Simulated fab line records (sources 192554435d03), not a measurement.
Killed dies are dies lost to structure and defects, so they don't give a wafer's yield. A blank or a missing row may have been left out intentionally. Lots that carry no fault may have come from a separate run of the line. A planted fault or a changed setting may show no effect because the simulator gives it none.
Chamber matching | flow n5 finfet | ald sin-01 running N5_MOL_CONTACT_COAG_ALD_131: 4 sister chambers
The step deposits SiO2, target thk 5 nm, pulse time 1 s, co reactant pulse time 1 s. 4 wafers are shown with their chamber, then 12 later ones without.

## WAFERS WITH THEIR CHAMBER
wafer  | chamber | heater power w (W)
L086.1 | 0       | 78
L086.2 | 1       | 68
L086.5 | 2       | 99
L086.6 | 3       | 84

## WAFERS WITHOUT THEIR CHAMBER
wafer  | heater power w (W)
L087.4 | 86
L087.5 | 99
L087.6 | 89
L092.2 | 77
L092.4 | 99
L092.5 | 77
L094.2 | 78
L094.4 | 86
L094.5 | 87
L096.2 | 87
L096.4 | 76
L096.6 | 75

## THE CHAMBER EACH PASSED THROUGH
wafer  | from the rows above     | in truth
L087.4 | 3                       | 3
L087.5 | 2                       | 2
L087.6 | 3                       | 3
L092.2 | 0                       | 0
L092.4 | 2                       | 2
L092.5 | 0                       | 0
L094.2 | 0                       | 0
L094.4 | 3                       | 3
L094.5 | 3                       | 3
L096.2 | 3                       | 3
L096.4 | 0                       | 0
L096.6 | can't be placed: 0 or 1 | 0
11 of 12 placed correctly. Unplaceable from these rows: 1, with the true chamber sitting among the candidates in 1. 0 placed wrongly.
How it was worked out, from the rows above alone: a wafer's distance from a chamber is the root of the sum, over the readings, of the square of ((its reading less the chamber's mean) divided by the reading's scatter). If the next closest chamber is less than 2 further off than the closest, the wafer can't be placed; otherwise it belongs to the closest. Each chamber's mean is taken over the wafers shown for it. The scatter: root of mean squared gap, hidden wafer to nearest shown wafer, with one shown wafer a chamber.
